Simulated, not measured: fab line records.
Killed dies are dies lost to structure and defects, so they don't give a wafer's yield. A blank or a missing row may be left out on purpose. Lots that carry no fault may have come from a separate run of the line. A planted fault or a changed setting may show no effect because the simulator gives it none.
Which tool did it?	flow n5_finfet	at 1 step of a route of 1938, 12 lots with 36 wafers sampled

WHAT EACH GAUGE READ, for each wafer
N5_BEOL_M12_CD_MEAS_17 targets a cd of 140 nm.
lot	measured	on	cd_nm (nm)
L075	day 10 09:11	cd_sem-01	139.1 140.8 137.9
L077	day 11 01:28	cd_sem-02	139.5 140.5 140.0
L079	day 11 19:02	cd_sem-01	143.2 139.9 143.8
L081	day 12 12:37	cd_sem-01	142.0 143.0 137.7
L084	day 12 21:42	cd_sem-01	140.7 140.5 142.8
L085	day 13 05:50	cd_sem-01	141.7 140.7 142.9
L087	day 14 06:47	cd_sem-03	140.3 144.0 141.6
L089	day 14 11:36	cd_sem-02	144.3 142.6 142.6
L091	day 14 14:45	cd_sem-03	136.7 137.3 138.4
L094	day 15 21:39	cd_sem-02	139.6 139.3 139.5
L097	day 16 06:01	cd_sem-03	138.2 139.5 141.5
L095	day 16 21:27	cd_sem-02	136.6 140.4 140.3

WHICH TOOL RAN EACH LOT (tool, then ch and the chambers of the sampled wafers, then the start)
The record holds no process step before these readings.

THE ANSWER, worked out from the rows above alone
Rule: usual is defined by the lots themselves. The widest of any qualifying gaps counts: lots, ordered by their means at a reading, are off when they make up no more than a third of the lots, leave a main group of 4 or more, and stand apart from it by 3 or more times the standard deviation of that group's means. If all means in a main group match to the digits the tables above print for the reading, that group is not used. Also off: a lot with no number at a reading for which 4 or more lots have one. All remaining lots with rows at the step are treated as sound.
None of the lots is off at any reading shown; this tells nothing.

WHAT THE SIMULATOR PUT IN
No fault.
